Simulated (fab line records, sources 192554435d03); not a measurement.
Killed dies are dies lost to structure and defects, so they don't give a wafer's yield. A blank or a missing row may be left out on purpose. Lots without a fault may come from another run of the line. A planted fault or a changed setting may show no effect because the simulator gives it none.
fab line records | flow n5_finfet
record lots=24 wafers=72 last_day=20
route steps=1938 shown BEOL_M7@1310 BEOL_M8@1332
lots that met no fault: from a run of the same line without faults
start_h: hours from the record's first day to the start of the lot's first wafer shown | wait_h: hours since the lot's step before | " the same as in the row above | L1.1+2: a row that stands for several wafers | - no value, or no start given | * or withheld: withheld | < > ~ a bound
route shown NAME@n: a module of which the file shows steps, and the number in the route of the first | usual: mean/standard deviation of fault-free wafers | same: alike in all rows | chamber/n: place in a boat | sites: the reading at each site | _std_site: their standard deviation | _edge_site: outer sites' mean less inner sites' | radius_mm: how far each site lies from the wafer's centre | mask NAME#n: copy n | behind: the tool/chamber that last shaped the wafer | hold: why the lot was held/for how many hours/how that ended | device: the transistor (n, p or np) that didn't switch | end of line: the same wafers' tests at the end of the route | a step without rows: its recipe alone | killed: dies lost to structure and defects at the first sort, not the wafer's yield | map: a wafer's dies, x killed, . not, _ none there
set.NAME: the setting as run; set.NAME@STEP: as run at that earlier step | model.NAME: the simulator's own value behind a step, which no gauge read
steps of the route over a sample of lots; a table a step, a row a wafer
services: from which hour (start_h, from the record's first day; less than 0 if before it) a tool's chamber was out of use, for how many hours, and why
## steps
# step N5_BEOL_M7_STRIP_80
# recipe chemistry=N2/H2 time_s=10 power_w=450 temp_c=40 pressure_mtorr=20 rf_frequency_hz=6e+07 bias_power_w=7 n2_flow_sccm=200 h2_flow_sccm=200
# usual drypump_motor_current_A=5.7/0.47 oes_product_au=0.77/0.061 rf_vpp_V=59.0/0.9 showerhead_plenum_p_Torr=2.52/0.084 throttle_valve_pct=23.55/0.3
# columns lot.wafer tool chamber start_h wait_h drypump_motor_current_A oes_product_au rf_hours_counter_h rf_vpp_V showerhead_plenum_p_Torr throttle_valve_pct
L075.2 rie_diel-03 3 - - 5.1 0.81 99 60.7 2.67 23.71
L075.4 " 2 " " 6.2 0.74 177 59.9 2.43 23.23
L075.6 " 1 " " 5.4 0.86 - 58.6 2.46 23.07
L074.4 rie_diel-03 2 - - 6.1 0.73 178 58.6 2.43 23.23
L074.5 " 0 " " 5.5 0.74 - 60.3 2.53 23.43
L074.6 " 3 " " 5.1 0.80 - 59.9 2.67 23.68
L076.1 rie_diel-05 0 - - 5.6 0.69 217 58.7 2.51 23.74
L076.2 " 3 " " 6.1 0.75 161 58.6 2.54 23.80
L076.5 " 0 " " 5.6 0.69 - 58.6 2.50 23.74
L079.1 rie_diel-05 3 - - 6.1 0.76 164 59.0 2.54 23.82
L079.2 " 0 " " 5.6 0.70 220 59.4 2.50 23.72
L079.6 " 1 " " 6.5 0.90 - 57.7 2.48 23.52
L077.1 rie_diel-05 0 - - 5.6 0.69 223 59.9 2.50 23.75
L077.3 " 3 " " 6.1 0.75 168 59.1 2.54 23.82
L077.5 " 1 " " 6.5 0.89 - 60.4 2.48 23.50
L078.2 rie_diel-05 2 - - 4.9 0.83 69 58.5 2.57 23.22
L078.4 " 1 " " 6.5 0.89 - 61.0 2.48 23.50
L078.5 " 3 " " 6.1 0.75 - 59.0 2.54 23.81
L081.3 rie_diel-05 2 - - 4.9 0.83 72 60.0 2.57 23.23
L081.4 " 0 " " 5.6 0.69 226 59.9 2.50 23.75
L081.5 " 2 " " 4.9 0.83 - 59.3 2.57 23.22
L080.1 rie_diel-06 0 - - 5.9 0.73 186 58.0 2.64 23.38
L080.3 " 3 " " 5.7 0.74 179 59.5 2.62 23.47
L080.6 " 2 " " 6.0 0.76 - 59.5 2.55 24.07
L082.2 rie_diel-06 2 - - 6.1 0.75 133 59.0 2.55 24.08
L082.3 " 3 " " 5.7 0.72 180 59.0 2.62 23.48
L082.5 " 3 " " 5.6 0.73 - 59.2 2.62 23.47
L083.1 rie_diel-03 2 - - 6.1 0.72 192 59.9 2.42 23.25
L083.5 " 1 " " 5.4 0.85 - 58.1 2.45 23.09
L083.6 " 2 " " 6.1 0.73 - 59.3 2.42 23.24
L084.1 rie_diel-03 2 - - 6.1 0.73 193 59.1 2.42 23.26
L084.3 " 3 " " 5.1 0.79 117 59.5 2.66 23.72
L084.6 " 0 " " 5.4 0.73 - 58.8 2.53 23.45
L085.1 rie_diel-06 2 - - 6.1 0.75 134 59.0 2.55 24.08
L085.2 " 3 " " 5.7 0.73 181 59.6 2.62 23.50
L085.6 " 2 " " 6.0 0.75 - 59.6 2.55 24.10
L086.3 rie_diel-06 1 - - 5.5 0.77 151 59.7 2.35 24.01
L086.4 " 0 " " 5.9 0.72 - 59.2 2.64 23.38
L086.5 " 2 " " 6.0 0.75 - 57.5 2.55 24.09
L087.3 rie_diel-06 2 - - 6.1 0.74 144 59.4 2.55 24.09
L087.5 " 2 " " 6.1 0.75 - 57.3 2.55 24.09
L087.6 " 1 " " 5.6 0.76 - 57.4 2.34 24.02
L089.1 rie_diel-03 1 - - 5.4 0.83 77 59.8 2.44 23.11
L089.3 " 3 " " 5.1 0.78 127 59.8 2.65 23.73
L089.4 " 0 " " 5.5 0.73 203 58.6 2.52 23.47
L090.2 rie_diel-03 1 - - 5.4 0.83 78 58.3 2.44 23.10
L090.3 " 2 " " 6.1 0.71 203 60.0 2.42 23.26
L090.4 " 0 " " 5.5 0.72 204 59.0 2.52 23.47
L088.1 rie_diel-06 3 - - 5.7 0.72 188 59.5 2.62 23.50
L088.2 " 0 " " 5.9 0.71 199 60.8 2.64 23.37
L088.5 " 1 " " 5.6 0.76 - 58.6 2.34 24.00
L092.2 rie_diel-05 1 - - 6.5 0.85 44 59.6 2.47 23.52
L092.5 " 1 " " 6.5 0.85 - 59.3 2.47 23.52
L092.6 " 0 " " 5.6 0.69 - 59.8 2.49 23.78
L091.3 rie_diel-03 3 - - 5.1 0.78 131 59.1 2.65 23.73
L091.5 " 2 " " 6.1 0.73 - 56.7 2.41 23.26
L091.6 " 1 " " 5.4 0.83 - 58.5 2.44 23.11
L093.1 rie_diel-06 0 - - 5.9 0.71 206 59.2 2.63 23.40
L093.4 " 2 " " 6.0 0.73 151 58.7 2.54 24.11
L093.5 " 0 " " 5.9 0.72 - 58.4 2.63 23.40
L094.1 rie_diel-05 2 - - 4.9 0.81 94 59.8 2.56 23.26
L094.5 " 2 " " 4.9 0.81 - 60.8 2.56 23.25
L094.6 " 1 " " 6.5 0.83 - 58.6 2.47 23.54
L095.2 rie_diel-03 0 - - 5.5 0.72 215 58.0 2.52 23.48
L095.3 " 2 " " 6.1 0.71 214 57.7 2.41 23.28
L095.5 " 1 " " 5.4 0.83 - 61.2 2.44 23.11
L096.1 rie_diel-05 2 - - 4.8 0.81 103 60.4 2.56 23.28
L096.3 " 1 " " 6.5 0.82 58 57.5 2.47 23.54
L096.5 " 3 " " 6.1 0.72 - 58.9 2.52 23.85
L097.1 rie_diel-05 1 - - 6.5 0.82 65 59.7 2.46 23.57
L097.2 " 3 " " 6.1 0.72 212 59.3 2.52 23.87
L097.3 " 2 " " 4.8 0.79 110 60.0 2.56 23.26
# step N5_BEOL_M8_ILD_DEP_00
# recipe material=SiCOH_lowk target_thk_a=1797.5 temp_c=300 precursor=DEMS/porogen pressure_torr=5 rf_w=500 time_s=33.4
# usual heater_power_w=330/58 showerhead_plenum_p_Torr=5.743/0.011 throttle_valve_pct=13.8/0.37
# columns lot.wafer tool chamber start_h wait_h heater_power_w showerhead_plenum_p_Torr throttle_valve_pct
L075.2 pecvd-02 2 216.60 0.0 327 5.721 13.0
L075.4 " 0 " " 336 5.741 13.3
L075.6 " 1 " " 199 5.736 14.4
L074.4 pecvd-03 0 217.93 0.1 307 5.734 13.7
L074.5 " 1 " " 349 5.744 14.2
L074.6 " 0 " " 309 5.741 13.3
L076.1 pecvd-03 0 224.32 0.0 317 5.763 13.7
L076.2 " 1 " " 369 5.759 14.1
L076.5 " 0 " " 331 5.738 13.6
L079.1 pecvd-03 0 233.03 0.0 355 5.741 13.6
L079.2 " 1 " " 379 5.758 14.4
L079.6 " 1 " " 401 5.749 14.3
L077.1 pecvd-01 0 243.46 0.0 376 5.726 13.7
L077.3 " 1 " " 297 5.738 14.0
L077.5 " 0 " " 370 5.737 13.9
L078.2 pecvd-03 1 245.29 0.0 387 5.761 14.0
L078.4 " 2 " " 285 5.728 13.4
L078.5 " 0 " " 295 5.754 13.8
L081.3 pecvd-03 0 256.30 0.0 348 5.749 13.3
L081.4 " 2 " " 286 5.740 13.7
L081.5 " 1 " " 435 5.746 14.1
L080.1 pecvd-02 2 266.23 0.0 296 5.738 13.2
L080.3 " 0 " " 389 5.752 13.5
L080.6 " 1 " " 240 5.723 14.3
L082.2 pecvd-03 1 267.29 0.0 426 5.754 14.0
L082.3 " 2 " " 273 5.734 13.6
L082.5 " 1 " " 427 5.764 14.2
L083.1 pecvd-02 1 267.84 0.0 228 5.726 13.9
L083.5 " 0 " " 375 5.740 13.3
L083.6 " 2 " " 315 5.729 13.2
L084.1 pecvd-03 2 272.38 0.0 257 5.739 13.2
L084.3 " 1 " " 407 5.767 14.2
L084.6 " 1 " " 418 5.739 14.4
L085.1 pecvd-01 2 273.39 0.0 350 5.747 13.5
L085.2 " 1 " " 295 5.741 14.1
L085.6 " 1 " " 229 5.732 14.1
L086.3 pecvd-01 0 296.20 0.1 361 5.756 13.7
L086.4 " 2 " " 315 5.761 13.4
L086.5 " 2 " " 328 5.758 13.7
L087.3 pecvd-03 2 303.00 0.0 274 5.730 13.7
L087.5 " 0 " " 308 5.743 13.6
L087.6 " 2 " " 274 5.743 13.4
L089.1 pecvd-03 1 304.08 0.0 388 5.736 14.1
L089.3 " 2 " " 273 5.730 13.2
L089.4 " 0 " " 315 5.755 13.9
L090.2 pecvd-03 1 304.56 0.0 409 5.748 14.2
L090.3 " 0 " " 366 5.741 13.7
L090.4 " 1 " " 424 5.739 14.3
L088.1 pecvd-03 1 306.74 0.0 340 5.756 14.1
L088.2 " 2 " " 244 5.736 13.4
L088.5 " 2 " " 254 5.733 13.2
L092.2 pecvd-03 0 314.78 0.0 318 5.749 13.5
L092.5 " 2 " " 282 5.736 13.5
L092.6 " 0 " " 338 5.739 13.5
L091.3 pecvd-03 2 315.57 0.0 243 5.736 13.5
L091.5 " 0 " " 336 5.739 13.2
L091.6 " 1 " " 418 5.773 14.1
L093.1 pecvd-03 2 331.01 0.0 244 5.728 13.4
L093.4 " 1 " " 419 5.741 14.3
L093.5 " 2 " " 250 5.741 13.6
L094.1 pecvd-03 0 334.42 0.0 336 5.747 13.6
L094.5 " 1 " " 385 5.745 14.5
L094.6 " 2 " " 253 5.726 13.4
L095.2 pecvd-01 0 337.05 0.0 365 5.735 13.8
L095.3 " 1 " " 292 5.735 14.2
L095.5 " 0 " " 360 5.746 13.8
L096.1 pecvd-02 1 360.72 0.0 216 5.737 14.3
L096.3 " 0 " " 369 5.740 13.4
L096.5 " 1 " " 230 5.738 13.8
L097.1 pecvd-03 1 390.09 0.0 423 5.757 14.6
L097.2 " 2 " " 294 5.738 13.6
L097.3 " 0 " " 345 5.739 13.8
# step N5_BEOL_M8_STRIP_67
# recipe chemistry=CF4 resist=SiARC power_w=300 bias_power_w=75 pressure_mtorr=50 cf4_flow_sccm=150 rf_frequency_hz=6e+07
# usual drypump_motor_current_A=5.5/0.51 oes_product_au=0.80/0.079 rf_vpp_V=271.5/1.6 showerhead_plenum_p_Torr=1.82/0.061 throttle_valve_pct=13.50/0.18
# columns lot.wafer tool chamber start_h wait_h drypump_motor_current_A oes_product_au rf_hours_counter_h rf_vpp_V showerhead_plenum_p_Torr throttle_valve_pct
L075.2 rie_diel-02 1 219.93 0.0 5.7 0.77 146 269.3 1.73 13.49
L075.4 " 3 " " 5.6 0.69 248 272.3 1.85 13.62
L075.6 " 0 " " 5.3 0.73 - 271.7 1.80 13.59
L074.4 rie_diel-02 1 220.18 0.0 5.7 0.77 146 269.5 1.73 13.47
L074.5 " 0 " " 5.3 0.72 - 269.4 1.80 13.62
L074.6 " 3 " " 5.6 0.69 - 271.5 1.85 13.64
L076.1 rie_diel-04 0 226.94 0.0 5.7 0.89 40 274.1 1.90 13.34
L076.2 " 3 " " 5.8 0.73 181 269.7 1.79 13.54
L076.5 " 2 " " 5.8 0.82 - 268.8 1.74 13.43
L079.1 rie_diel-01 2 235.02 0.0 6.4 0.84 64 273.2 1.89 13.41
L079.2 " 1 " " 5.3 0.95 3 272.0 1.78 13.39
L079.6 " 3 " " 4.9 0.82 - 271.3 1.89 13.35
L077.1 rie_diel-01 0 248.34 0.0 4.9 0.72 216 271.7 1.77 13.72
L077.3 " 2 " " 6.4 0.84 70 272.5 1.89 13.41
L077.5 " 0 " " 4.9 0.71 - 270.5 1.77 13.71
L078.2 rie_diel-02 3 248.54 0.0 5.6 0.97 1 274.3 1.85 13.06
L078.4 " 1 " " 5.6 0.76 - 270.9 1.72 13.52
L078.5 " 0 " " 5.3 0.71 - 271.8 1.79 13.63
L081.3 rie_diel-01 2 259.48 0.0 6.4 0.84 73 273.2 1.89 13.40
L081.4 " 1 " " 5.3 0.92 11 270.0 1.77 13.39
L081.5 " 0 " " 4.9 0.72 - 271.6 1.77 13.74
L080.1 rie_diel-01 3 268.43 0.0 4.9 0.81 84 273.0 1.88 13.33
L080.3 " 0 " " 4.9 0.71 222 270.6 1.77 13.72
L080.6 " 2 " " 6.4 0.83 - 273.3 1.89 13.42
L082.2 rie_diel-01 3 270.44 0.0 4.9 0.81 84 271.9 1.89 13.34
L082.3 " 0 " " 4.9 0.71 223 272.5 1.77 13.73
L082.5 " 3 " " 4.9 0.81 - 273.1 1.89 13.35
L083.1 rie_diel-02 1 270.81 0.0 5.7 0.75 173 271.2 1.72 13.54
L083.5 " 1 " " 5.7 0.75 - 269.4 1.72 13.53
L083.6 " 0 " " 5.3 0.72 - 272.0 1.79 13.67
L084.1 rie_diel-01 1 273.91 0.0 5.3 0.91 16 271.1 1.77 13.41
L084.3 " 0 " " 4.9 0.71 224 270.5 1.77 13.72
L084.6 " 2 " " 6.4 0.83 - 272.5 1.89 13.40
L085.1 rie_diel-02 3 277.06 0.0 5.6 0.91 16 270.6 1.84 13.08
L085.2 " 1 " " 5.6 0.75 176 269.9 1.72 13.54
L085.6 " 1 " " 5.7 0.75 - 270.4 1.72 13.54
L086.3 rie_diel-04 3 297.93 0.0 5.8 0.71 209 271.0 1.78 13.61
L086.4 " 0 " " 5.7 0.85 68 272.1 1.89 13.40
L086.5 " 2 " " 5.7 0.79 - 266.9 1.74 13.49
L087.3 rie_diel-01 3 304.69 0.0 4.9 0.80 94 271.2 1.88 13.36
L087.5 " 2 " " 6.4 0.82 - 271.1 1.88 13.45
L087.6 " 3 " " 4.9 0.80 - 272.7 1.88 13.38
L089.1 rie_diel-04 3 305.75 0.0 5.8 0.71 212 270.5 1.78 13.62
L089.3 " 0 " " 5.7 0.85 71 273.2 1.89 13.41
L089.4 " 1 " " 6.4 0.70 256 273.2 1.83 13.90
L090.2 rie_diel-01 2 306.75 0.0 6.4 0.82 87 272.0 1.88 13.44
L090.3 " 0 " " 4.9 0.70 233 271.3 1.77 13.75
L090.4 " 3 " " 4.9 0.80 95 274.3 1.88 13.39
L088.1 rie_diel-02 2 308.72 0.0 5.9 0.92 15 273.1 1.90 13.47
L088.2 " 3 " " 5.6 0.89 27 271.1 1.84 13.12
L088.5 " 0 " " 5.3 0.69 - 269.4 1.78 13.68
L092.2 rie_diel-01 2 316.86 0.0 6.4 0.82 91 272.3 1.88 13.45
L092.5 " 0 " " 4.9 0.71 - 269.5 1.77 13.75
L092.6 " 3 " " 4.9 0.80 - 273.3 1.88 13.39
L091.3 rie_diel-01 2 317.35 0.0 6.4 0.80 91 273.4 1.88 13.45
L091.5 " 1 " " 5.3 0.88 - 269.4 1.77 13.44
L091.6 " 2 " " 6.4 0.81 - 274.4 1.88 13.45
L093.1 rie_diel-01 0 332.80 0.0 4.9 0.70 243 270.5 1.76 13.78
L093.4 " 1 " " 5.3 0.87 34 271.6 1.77 13.46
L093.5 " 3 " " 4.9 0.80 - 271.5 1.88 13.40
L094.1 rie_diel-02 0 335.95 0.0 5.3 0.69 249 272.5 1.78 13.70
L094.5 " 2 " " 5.9 0.90 - 273.6 1.90 13.51
L094.6 " 1 " " 5.6 0.74 - 269.4 1.71 13.58
L095.2 rie_diel-01 2 339.34 0.0 6.4 0.81 100 271.9 1.88 13.47
L095.3 " 1 " " 5.3 0.87 37 270.6 1.77 13.46
L095.5 " 1 " " 5.3 0.86 - 270.5 1.77 13.46
L096.1 rie_diel-01 1 363.51 0.0 5.3 0.86 44 269.3 1.77 13.49
L096.3 " 2 " " 6.4 0.81 108 271.9 1.88 13.49
L096.5 " 0 " " 4.9 0.69 - 269.1 1.76 13.81
L097.1 rie_diel-04 1 392.93 0.0 6.4 0.91 23 270.7 1.82 13.36
L097.2 " 3 " " 5.8 0.69 240 271.1 1.77 13.66
L097.3 " 0 " " 5.7 0.81 100 273.7 1.88 13.46
# step N5_BEOL_M8_TRENCH_ETCH_37
# recipe chemistry=C4F6/O2 target_depth_a=934.78 target=SiCOH_lowk time_s=31.2 ion_energy_ev=250 pressure_mtorr=30 source_w=345 bias_w=185 Ar_flow_sccm=300 C4F6_flow_sccm=10 O2_flow_sccm=10
# usual C4F6_flow_sccm=10.00/0.03 drypump_motor_current_A=5.6/0.4 oes_product_au=0.79/0.083 rf_vpp_V=664/11 showerhead_plenum_p_Torr=2.87/0.094 throttle_valve_pct=20.85/0.17
# columns lot.wafer tool chamber start_h wait_h C4F6_flow_sccm drypump_motor_current_A oes_product_au rf_hours_counter_h rf_vpp_V showerhead_plenum_p_Torr throttle_valve_pct
L074.4 rie_diel-02 1 - - 10.01 5.6 0.76 148 665 2.75 20.88
L074.5 " 1 " " 10.02 5.7 0.77 - 665 2.75 20.87
L074.6 " 0 " " 9.98 5.3 0.73 - 655 2.84 20.89
L075.2 rie_diel-04 2 - - 10.00 5.7 0.82 85 653 2.79 20.86
L075.4 " 3 " " 10.02 5.8 0.73 - 661 2.86 20.94
L075.6 " 0 " " 10.04 5.7 0.90 - 680 2.99 20.59
L076.1 rie_diel-04 0 - - 9.98 5.7 0.88 42 682 2.99 20.58
L076.2 " 2 " " 9.94 5.7 0.81 89 654 2.79 20.86
L076.5 " 3 " " 10.02 5.8 0.72 - 661 2.85 20.93
L079.1 rie_diel-04 0 - - 10.00 5.7 0.89 45 680 2.99 20.59
L079.2 " 2 " " 10.01 5.8 0.81 93 653 2.79 20.86
L079.6 " 0 " " 10.03 5.7 0.89 - 679 2.99 20.61
L077.1 rie_diel-01 2 - - 10.02 6.4 0.84 71 684 3.02 20.91
L077.3 " 0 " " 9.96 4.9 0.70 218 678 2.83 21.07
L077.5 " 0 " " 9.99 4.9 0.70 - 677 2.83 21.11
L078.2 rie_diel-04 2 - - 10.00 5.8 0.80 101 655 2.78 20.88
L078.4 " 1 " " 10.03 6.4 0.69 237 643 2.91 21.05
L078.5 " 0 " " 9.97 5.7 0.87 - 681 2.98 20.60
L081.3 rie_diel-04 1 - - 9.98 6.4 0.70 239 642 2.91 21.06
L081.4 " 2 " " 9.99 5.8 0.79 103 651 2.78 20.87
L081.5 " 3 " " 10.00 5.8 0.72 - 659 2.85 20.95
L080.1 rie_diel-04 2 - - 9.97 5.8 0.78 107 653 2.78 20.88
L080.3 " 0 " " 10.04 5.7 0.88 59 679 2.98 20.61
L080.6 " 3 " " 10.00 5.8 0.71 - 660 2.85 20.95
L082.2 rie_diel-02 1 - - 10.01 5.6 0.76 174 665 2.74 20.92
L082.3 " 0 " " 10.02 5.3 0.70 226 656 2.83 20.94
L082.5 " 1 " " 10.03 5.6 0.75 - 665 2.74 20.92
L083.1 rie_diel-01 1 - - 9.99 5.3 0.91 15 673 2.78 20.71
L083.5 " 3 " " 10.03 4.9 0.81 - 659 2.98 20.64
L083.6 " 2 " " 9.95 6.4 0.83 - 684 3.02 20.90
L084.1 rie_diel-02 1 - - 10.04 5.7 0.74 175 664 2.74 20.93
L084.3 " 0 " " 10.04 5.3 0.70 227 655 2.83 20.95
L084.6 " 0 " " 10.06 5.3 0.70 - 655 2.83 20.94
L085.1 rie_diel-01 2 - - 10.00 6.4 0.83 80 683 3.01 20.91
L085.2 " 3 " " 9.96 4.9 0.81 87 657 2.98 20.65
L085.6 " 3 " " 9.96 4.9 0.82 - 656 2.98 20.65
L086.3 rie_diel-02 1 - - 9.98 5.6 0.74 185 665 2.73 20.93
L086.4 " 0 " " 10.00 5.3 0.71 236 653 2.83 20.94
L086.5 " 0 " " 9.94 5.3 0.70 - 656 2.83 20.95
L087.3 rie_diel-04 3 - - 10.02 5.8 0.69 212 660 2.84 20.97
L087.5 " 3 " " 10.05 5.8 0.70 - 660 2.84 20.96
L087.6 " 0 " " 9.95 5.7 0.85 - 680 2.97 20.62
L089.1 rie_diel-01 0 - - 9.97 4.9 0.69 235 676 2.82 21.09
L089.3 " 2 " " 9.94 6.4 0.82 89 684 3.01 20.94
L089.4 " 3 " " 9.98 4.9 0.79 97 658 2.97 20.67
L090.2 rie_diel-04 2 - - 10.01 5.8 0.77 123 653 2.77 20.90
L090.3 " 3 " " 10.04 5.8 0.70 - 660 2.84 20.98
L090.4 " 2 " " 9.98 5.7 0.77 - 652 2.77 20.90
L088.1 rie_diel-02 2 - - 10.00 5.9 0.93 15 651 3.02 20.91
L088.2 " 3 " " 9.97 5.7 0.90 28 666 2.93 20.56
L088.5 " 3 " " 10.03 5.7 0.90 - 667 2.93 20.55
L092.2 rie_diel-01 3 - - 10.02 4.9 0.80 100 658 2.97 20.67
L092.5 " 1 " " 9.99 5.2 0.88 - 673 2.77 20.73
L092.6 " 2 " " 10.03 6.4 0.82 - 683 3.01 20.93
L091.3 rie_diel-01 2 - - 10.00 6.4 0.82 92 683 3.01 20.93
L091.5 " 1 " " 9.97 5.3 0.88 - 672 2.77 20.71
L091.6 " 0 " " 9.98 4.9 0.70 - 677 2.82 21.09
L093.1 rie_diel-02 1 - - 10.02 5.6 0.73 192 664 2.73 20.94
L093.4 " 3 " " 10.04 5.6 0.88 35 666 2.92 20.56
L093.5 " 1 " " 10.02 5.7 0.73 - 665 2.73 20.95
L094.1 rie_diel-02 3 - - 10.00 5.6 0.88 37 667 2.92 20.55
L094.5 " 3 " " 10.02 5.6 0.89 - 666 2.92 20.57
L094.6 " 2 " " 9.99 5.9 0.91 - 651 3.01 20.93
L095.2 rie_diel-02 3 - - 9.97 5.7 0.87 40 667 2.92 20.56
L095.3 " 1 " " 9.93 5.6 0.72 197 665 2.73 20.95
L095.5 " 2 " " 9.93 5.9 0.91 - 651 3.01 20.92
L096.1 rie_diel-01 0 - - 9.98 4.9 0.69 254 678 2.81 21.12
L096.3 " 3 " " 10.02 4.9 0.78 117 658 2.96 20.70
L096.5 " 0 " " 10.03 4.9 0.68 - 678 2.81 21.13
L097.1 rie_diel-04 0 - - 10.05 5.7 0.81 101 679 2.96 20.67
L097.2 " 3 " " 10.00 5.8 0.68 241 660 2.83 21.01
L097.3 " 1 " " 9.99 6.4 0.89 24 642 2.89 20.74
# step N5_BEOL_M8_CD_MEAS_35
# recipe target_cd_nm=40 polarity=opening
# usual cd_nm=39.8/0.55
# columns lot.wafer tool chamber start_h wait_h cd_nm
L074.4 cd_sem-02 - 223.34 0.0 38.7
L074.5 " - " " 39.0
L074.6 " - " " 40.1
L075.2 cd_sem-02 - 223.70 0.0 40.1
L075.4 " - " " 40.4
L075.6 " - " " 40.8
L076.1 cd_sem-02 - 230.01 0.0 40.6
L076.2 " - " " 40.8
L076.5 " - " " 40.3
L079.1 cd_sem-01 - 236.43 0.0 39.1
L079.2 " - " " 40.0
L079.6 " - " " 38.9
L077.1 cd_sem-03 - 254.60 0.0 39.6
L077.3 " - " " 39.6
L077.5 " - " " 39.0
L078.2 cd_sem-01 - 254.84 0.0 40.2
L078.4 " - " " 39.9
L078.5 " - " " 39.8
L081.3 cd_sem-01 - 261.57 0.0 39.4
L081.4 " - " " 39.9
L081.5 " - " " 39.5
L080.1 cd_sem-02 - 270.07 0.0 39.2
L080.3 " - " " 39.5
L080.6 " - " " 39.8
L082.2 cd_sem-02 - 272.57 0.0 39.5
L082.3 " - " " 39.4
L082.5 " - " " 39.7
L083.1 cd_sem-01 - 272.69 0.0 40.1
L083.5 " - " " 39.5
L083.6 " - " " 40.2
L084.1 cd_sem-02 - 275.72 0.0 39.7
L084.3 " - " " 40.0
L084.6 " - " " 39.6
L085.1 cd_sem-03 - 281.91 0.0 40.3
L085.2 " - " " 39.6
L085.6 " - " " 39.2
L086.3 cd_sem-03 - 300.05 0.0 39.2
L086.4 " - " " 39.6
L086.5 " - " " 39.4
L087.3 cd_sem-02 - 306.87 0.0 39.7
L087.5 " - " " 40.0
L087.6 " - " " 39.9
L089.1 cd_sem-02 - 312.70 0.0 39.9
L089.3 " - " " 40.0
L089.4 " - " " 39.4
L090.2 cd_sem-01 - 312.98 0.0 39.6
L090.3 " - " " 40.5
L090.4 " - " " 39.7
L088.1 cd_sem-02 - 313.00 0.0 39.9
L088.2 " - " " 40.8
L088.5 " - " " 40.2
L092.2 cd_sem-02 - 320.91 0.0 40.8
L092.5 " - " " 41.0
L092.6 " - " " 40.3
L091.3 cd_sem-03 - 321.62 0.0 40.1
L091.5 " - " " 39.2
L091.6 " - " " 40.1
L093.1 cd_sem-02 - 334.27 0.0 39.5
L093.4 " - " " 39.4
L093.5 " - " " 39.9
L094.1 cd_sem-01 - 339.46 0.0 41.1
L094.5 " - " " 40.4
L094.6 " - " " 39.6
L095.2 cd_sem-01 - 345.42 0.0 40.4
L095.3 " - " " 38.7
L095.5 " - " " 39.8
L096.1 cd_sem-03 - 365.85 0.0 40.0
L096.3 " - " " 40.1
L096.5 " - " " 40.2
L097.1 cd_sem-02 - 395.37 0.0 39.0
L097.2 " - " " 38.9
L097.3 " - " " 39.4
# step N5_BEOL_M8_INSPECT_58
# recipe inspect_instrument=darkfield mode=post_dep
# usual raw_defect_count=69/22
# columns lot.wafer tool chamber start_h wait_h raw_defect_count
L074.4 defect_inspect-02 - 226.63 0.0 60
L074.5 " - " " 102
L074.6 " - " " 42
L075.2 defect_inspect-01 - 226.86 0.0 43
L075.4 " - " " 63
L075.6 " - " " 51
L076.1 defect_inspect-01 - 233.48 0.0 96
L076.2 " - " " 155
L076.5 " - " " 100
L079.1 defect_inspect-01 - 239.45 0.0 73
L079.2 " - " " 64
L079.6 " - " " 42
L077.1 defect_inspect-01 - 258.12 0.0 65
L077.3 " - " " 51
L077.5 " - " " 45
L078.2 defect_inspect-02 - 259.30 0.0 67
L078.4 " - " " 89
L078.5 " - " " 70
L081.3 defect_inspect-01 - 263.86 0.0 76
L081.4 " - " " 72
L081.5 " - " " 86
L080.1 defect_inspect-01 - 272.51 0.0 50
L080.3 " - " " 56
L080.6 " - " " 63
L082.2 defect_inspect-01 - 274.84 0.0 62
L082.3 " - " " 50
L082.5 " - " " 49
L083.1 defect_inspect-02 - 276.39 0.0 66
L083.5 " - " " 45
L083.6 " - " " 59
L084.1 defect_inspect-01 - 278.60 0.0 62
L084.3 " - " " 74
L084.6 " - " " 66
L085.1 defect_inspect-01 - 285.72 0.0 40
L085.2 " - " " 77
L085.6 " - " " 71
L086.3 defect_inspect-02 - 302.53 0.0 65
L086.4 " - " " 39
L086.5 " - " " 91
L087.3 defect_inspect-02 - 311.74 0.0 46
L087.5 " - " " 85
L087.6 " - " " 89
L089.1 defect_inspect-01 - 314.82 0.0 48
L089.3 " - " " 60
L089.4 " - " " 90
L088.1 defect_inspect-02 - 315.63 0.0 60
L088.2 " - " " 49
L088.5 " - " " 42
L090.2 defect_inspect-02 - 315.81 0.0 77
L090.3 " - " " 104
L090.4 " - " " 54
L092.2 defect_inspect-02 - 322.92 0.0 61
L092.5 " - " " 72
L092.6 " - " " 56
L091.3 defect_inspect-02 - 324.54 0.0 89
L091.5 " - " " 91
L091.6 " - " " 85
L093.1 defect_inspect-01 - 336.33 0.0 44
L093.4 " - " " 90
L093.5 " - " " 58
L094.1 defect_inspect-01 - 345.49 0.0 86
L094.5 " - " " 91
L094.6 " - " " 115
L095.2 defect_inspect-02 - 347.76 0.0 55
L095.3 " - " " 61
L095.5 " - " " 67
L096.1 defect_inspect-01 - 368.54 0.0 70
L096.3 " - " " 100
L096.5 " - " " 85
L097.1 defect_inspect-02 - 398.09 0.0 39
L097.2 " - " " 54
L097.3 " - " " 52
## services
# columns tool chamber start_h hours kind
rie_diel-06 - 190.75 2.8 pm
rie_diel-05 0 192.21 5.8 repair
rie_diel-05 - 195.70 0.7 repair
pecvd-03 - 196.68 14.6 pm
rie_diel-01 - 218.42 14.6 pm
rie_diel-03 2 225.59 2.0 repair
rie_diel-05 0 241.22 3.8 repair
pecvd-03 - 262.15 0.7 repair
rie_diel-06 3 291.19 8.3 repair
pecvd-01 1 294.60 5.9 repair
rie_diel-02 1 300.39 15.4 repair
rie_diel-02 3 305.25 2.1 repair
rie_diel-04 1 308.27 2.9 repair
rie_diel-04 0 311.57 9.9 repair
rie_diel-05 0 320.99 2.0 repair
rie_diel-06 1 332.37 8.2 repair
rie_diel-04 3 346.23 10.6 repair
rie_diel-04 - 352.25 0.6 repair
rie_diel-03 1 353.01 10.2 repair
rie_diel-03 2 354.84 6.4 repair
rie_diel-01 0 371.46 2.1 repair
rie_diel-01 0 383.71 77.6 repair
pecvd-03 - 384.77 0.5 repair
rie_diel-02 0 389.92 9.1 repair
## key
fault none
